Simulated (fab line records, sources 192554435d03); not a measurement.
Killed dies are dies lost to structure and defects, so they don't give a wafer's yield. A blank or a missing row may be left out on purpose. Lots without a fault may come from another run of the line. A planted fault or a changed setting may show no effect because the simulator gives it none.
Which tool did it? | flow n5_finfet | 24 lots, 72 wafers sampled, at 3 steps of a route of 1938

WHAT THE GAUGES READ, wafer by wafer
N5_MOL_CONTACT_COAG_CD_MEAS_40: target cd 25.1 nm. Usual: cd_nm 25.10 nm, standard deviation 0.24.
lot  | measured     | on        | cd_nm (nm)        | flag
L074 | day 5 05:35  | cd_sem-03 | 24.88 25.03 24.89 |
L075 | day 5 14:47  | cd_sem-03 | 24.92 25.35 25.12 |
L076 | day 5 18:14  | cd_sem-03 | 25.28 24.89 24.95 |
L077 | day 5 21:53  | cd_sem-03 | 25.50 25.13 25.27 |
L078 | day 6 02:56  | cd_sem-01 | 24.78 24.85 24.89 |
L079 | day 6 12:22  | cd_sem-02 | 24.79 24.85 25.40 |
L080 | day 6 15:05  | cd_sem-01 | 24.71 25.39 25.24 |
L081 | day 6 21:05  | cd_sem-01 | 25.19 24.81 24.99 |
L082 | day 7 04:25  | cd_sem-02 | 25.26 25.17 24.80 |
L083 | day 7 16:11  | cd_sem-03 | 25.24 24.90 25.29 |
L084 | day 7 16:43  | cd_sem-03 | 24.98 25.39 25.25 |
L085 | day 7 23:24  | cd_sem-01 | 25.02 25.20 25.18 |
L086 | day 8 04:46  | cd_sem-03 | 24.86 25.02 24.74 |
L087 | day 8 12:39  | cd_sem-03 | 25.15 25.19 25.14 |
L088 | day 8 14:25  | cd_sem-02 | 25.44 25.16 25.10 |
L089 | day 8 21:29  | cd_sem-02 | 25.06 24.76 25.04 |
L090 | day 9 04:18  | cd_sem-01 | 24.89 24.45 24.76 |
L091 | day 9 09:08  | cd_sem-03 | 25.43 25.37 25.17 |
L092 | day 9 17:01  | cd_sem-02 | 25.44 25.30 25.01 |
L093 | day 9 20:16  | cd_sem-02 | 25.19 25.06 24.96 |
L094 | day 10 01:22 | cd_sem-01 | 25.16 25.62 25.17 |
L095 | day 10 08:10 | cd_sem-03 | 25.05 25.40 24.74 |
L096 | day 10 15:06 | cd_sem-03 | 25.26 25.29 25.24 |
L097 | day 11 02:29 | cd_sem-01 | 25.44 24.90 25.04 |

N5_MOL_CONTACT_COAG_CD_MEAS_101: target cd 16 nm. Usual: cd_nm 15.98 nm, standard deviation 0.25.
lot  | measured     | on        | cd_nm (nm)        | flag
L074 | day 5 06:48  | cd_sem-03 | 15.98 15.94 15.99 |
L075 | day 5 15:56  | cd_sem-02 | 16.45 15.92 16.25 |
L076 | day 5 19:16  | cd_sem-01 | 15.82 15.90 16.01 |
L077 | day 5 22:51  | cd_sem-03 | 15.77 15.88 15.60 |
L078 | day 6 04:04  | cd_sem-02 | 16.24 15.68 16.10 |
L079 | day 6 13:19  | cd_sem-03 | 15.71 16.11 16.36 |
L080 | day 6 16:03  | cd_sem-01 | 15.77 15.83 16.09 |
L081 | day 6 22:07  | cd_sem-01 | 15.67 15.79 15.45 |
L082 | day 7 05:22  | cd_sem-02 | 16.21 15.83 15.68 |
L083 | day 7 17:29  | cd_sem-02 | 15.57 15.53 15.89 |
L084 | day 7 17:55  | cd_sem-01 | 15.95 16.29 15.90 |
L085 | day 8 00:22  | cd_sem-01 | 15.62 15.78 16.22 |
L086 | day 8 06:38  | cd_sem-02 | 16.08 16.09 15.95 |
L087 | day 8 13:50  | cd_sem-03 | 15.62 16.10 15.80 |
L088 | day 8 16:07  | cd_sem-02 | 16.25 16.22 15.75 |
L089 | day 8 22:26  | cd_sem-02 | 16.21 16.34 16.46 |
L090 | day 9 05:16  | cd_sem-01 | 15.99 15.96 15.96 |
L091 | day 9 10:09  | cd_sem-01 | 16.15 16.00 15.79 |
L092 | day 9 18:20  | cd_sem-02 | 16.10 16.22 15.95 |
L093 | day 9 21:28  | cd_sem-02 | 16.04 15.68 16.34 |
L094 | day 10 02:19 | cd_sem-02 | 16.35 16.25 16.20 |
L095 | day 10 10:46 | cd_sem-02 | 15.73 16.20 16.13 |
L096 | day 10 16:40 | cd_sem-02 | 16.56 16.07 16.30 |
L097 | day 11 03:31 | cd_sem-01 | 16.22 16.67 16.35 |

WHICH TOOL RAN EACH LOT (tool, then ch and the chambers of the sampled wafers, then the start)
lot  | N5_MOL_CONTACT_COAG_ETCH_48
L074 | rie_diel-05 ch 1,2,3, day 5 06:31
L075 | rie_diel-02 ch 1,2, day 5 15:39
L076 | rie_diel-04 ch 0,1,3, day 5 18:58
L077 | rie_diel-02 ch 0,1,3, day 5 22:34
L078 | rie_diel-05 ch 1,2,3, day 6 03:46
L079 | rie_diel-05 ch 1,2,3, day 6 13:02
L080 | rie_diel-05 ch 1,2,3, day 6 15:46
L081 | rie_diel-02 ch 0,1,2, day 6 21:50
L082 | rie_diel-02 ch 0,1,3, day 7 05:04
L083 | rie_diel-05 ch 0,2,3, day 7 17:02
L084 | rie_diel-02 ch 0,1,3, day 7 17:35
L085 | rie_diel-02 ch 0,1,3, day 8 00:04
L086 | rie_diel-04 ch 1,3, day 8 06:22
L087 | rie_diel-02 ch 0,1,2, day 8 13:33
L088 | rie_diel-05 ch 0,1, day 8 15:50
L089 | rie_diel-04 ch 1,2,3, day 8 22:08
L090 | rie_diel-04 ch 1,2, day 9 04:58
L091 | rie_diel-05 ch 0,1,2, day 9 09:52
L092 | rie_diel-02 ch 1,2,3, day 9 18:03
L093 | rie_diel-05 ch 1,2,3, day 9 21:11
L094 | rie_diel-05 ch 0,1,3, day 10 02:01
L095 | rie_diel-05 ch 0,3, day 10 10:29
L096 | rie_diel-04 ch 1,3, day 10 16:22
L097 | rie_diel-02 ch 1,2, day 11 03:14
- N5_MOL_CONTACT_COAG_ETCH_48: etches SiOC in C4F6/O2, target depth 15 nm, overetch 4.5 nm, time 17 s.

WHAT THE TOOLS THEMSELVES READ (means of the sampled wafers that have a number; where no wafer has one, the mark that the record gives instead)
N5_MOL_CONTACT_COAG_ETCH_48. Usual: bias_w 465.1 W, standard deviation 1.4; drypump_motor_current_A 5.8 A, standard deviation 0.41; oes_product_au 0.66 a.u., standard deviation 0.081; rf_vpp_V 1589 V, standard deviation 16; showerhead_plenum_p_Torr 2.88 Torr, standard deviation 0.1; throttle_valve_pct 40.66 %, standard deviation 0.15.
lot  | tool        | bias_w (W) | drypump_motor_current_A (A) | oes_product_au (a.u.) | rf_vpp_V (V) | showerhead_plenum_p_Torr (Torr) | throttle_valve_pct (%) | flag
L074 | rie_diel-05 | 465.0      | 5.9                         | 0.60                  | 1573         | 2.86                            | 40.69                  |
L075 | rie_diel-02 | 466.6      | 5.7                         | 0.66                  | 1596         | 2.97                            | 40.55                  |
L076 | rie_diel-04 | 465.2      | 5.6                         | 0.66                  | 1587         | 2.80                            | 40.62                  |
L077 | rie_diel-02 | 465.0      | 5.6                         | 0.65                  | 1588         | 2.81                            | 40.60                  |
L078 | rie_diel-05 | 465.0      | 5.9                         | 0.58                  | 1573         | 2.86                            | 40.69                  |
L079 | rie_diel-05 | 465.3      | 5.9                         | 0.59                  | 1573         | 2.86                            | 40.69                  |
L080 | rie_diel-05 | 465.0      | 5.9                         | 0.61                  | 1573         | 2.86                            | 40.70                  |
L081 | rie_diel-02 | 464.9      | 5.7                         | 0.62                  | 1598         | 2.88                            | 40.60                  |
L082 | rie_diel-02 | 465.8      | 5.7                         | 0.59                  | 1589         | 2.80                            | 40.57                  |
L083 | rie_diel-05 | 463.6      | 6.2                         | 0.68                  | 1593         | 2.92                            | 40.71                  |
L084 | rie_diel-02 | 464.9      | 5.7                         | 0.63                  | 1588         | 2.80                            | 40.61                  |
L085 | rie_diel-02 | 464.6      | 5.7                         | 0.62                  | 1588         | 2.80                            | 40.61                  |
L086 | rie_diel-04 | 463.5      | 5.4                         | 0.71                  | 1590         | 2.82                            | 40.74                  |
L087 | rie_diel-02 | 466.0      | 5.7                         | 0.60                  | 1598         | 2.88                            | 40.61                  |
L088 | rie_diel-05 | 465.8      | 6.0                         | 0.80                  | 1612         | 2.94                            | 40.56                  |
L089 | rie_diel-04 | 464.4      | 5.3                         | 0.64                  | 1586         | 2.83                            | 40.72                  |
L090 | rie_diel-04 | 465.3      | 5.3                         | 0.65                  | 1580         | 2.80                            | 40.75                  |
L091 | rie_diel-05 | 464.7      | 5.8                         | 0.71                  | 1594         | 2.95                            | 40.63                  |
L092 | rie_diel-02 | 465.5      | 5.7                         | 0.63                  | 1592         | 2.88                            | 40.68                  |
L093 | rie_diel-05 | 464.6      | 5.9                         | 0.68                  | 1581         | 2.96                            | 40.66                  |
L094 | rie_diel-05 | 465.1      | 6.1                         | 0.74                  | 1597         | 2.95                            | 40.58                  |
L095 | rie_diel-05 | 465.6      | 6.4                         | 0.73                  | 1610         | 2.90                            | 40.64                  |
L096 | rie_diel-04 | 463.4      | 5.3                         | 0.81                  | 1591         | 2.85                            | 40.61                  |
L097 | rie_diel-02 | 464.7      | 5.8                         | 0.65                  | 1593         | 2.94                            | 40.59                  |

THE ANSWER, worked out from the rows above alone
Rule: a lot is off if the mean of its wafers that have a number lies more than 3 standard deviations from the usual mean. A lot without any number at a reading at which 4 lots or more have one is off too. The other lots that the step has rows for count as sound. The gauges are gone through in route order, then the tools' own readings, and for those a lot's mean is taken as printed above. The first step at which some lot is off is used, and at that step the reading that is off furthest; a lot without a number counts as furthest.
No lot is off at any reading shown: from this, nothing can be told.

WHAT THE SIMULATOR HAD PUT IN
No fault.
